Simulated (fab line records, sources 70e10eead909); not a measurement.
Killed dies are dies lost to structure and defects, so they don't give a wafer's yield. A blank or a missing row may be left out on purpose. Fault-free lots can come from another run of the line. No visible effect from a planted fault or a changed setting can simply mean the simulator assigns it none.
Chamber matching | flow nand-harc | ald-metal-03 running NHARC_A_CONTACT_ALD_18: 4 sister chambers
The step deposits TiN, target thk 3 nm, pulse time 1 s, ald cycles 150. 4 wafers are shown with their chamber, then 7 later ones without.

== WAFERS WITH THEIR CHAMBER ==
wafer  | chamber | heater-power-w (W)
L087.2 | 0       | 1173
L087.3 | 2       | 1045
L088.1 | 3       | 1162
L088.3 | 1       | 1197

== WAFERS WHOSE CHAMBER IS MISSING ==
wafer  | heater-power-w (W)
L088.4 | 1145
L092.1 | 1245
L092.2 | 1039
L092.4 | 1207
L097.1 | 1222
L097.5 | 1197
L097.6 | 1185

== CHAMBER TAKEN BY EACH ==
wafer  | from the rows above          | in truth
L088.4 | can't be placed: 3 or 0 or 1 | 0
L092.1 | can't be placed: 1 or 0 or 3 | 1
L092.2 | 2                            | 2
L092.4 | can't be placed: 1 or 0 or 3 | 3
L097.1 | can't be placed: 1 or 0 or 3 | 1
L097.5 | can't be placed: 1 or 0 or 3 | 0
L097.6 | can't be placed: 0 or 1 or 3 | 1
Correct placement for 1 of the 7. These rows do not allow placing 6 (true chamber among the candidates in 6). 0 placed wrongly.
How it was worked out, from the rows above alone: a wafer's distance from a chamber is the root of the sum, over the readings, of the square of ((its reading less the chamber's mean) divided by the reading's scatter). The wafer belongs to the nearest chamber; if the next one is less than 2 further off, it can't be placed. A chamber's mean is the mean of its shown wafers. The scatter: root of mean squared gap, hidden wafer to nearest shown wafer, with one shown wafer a chamber.
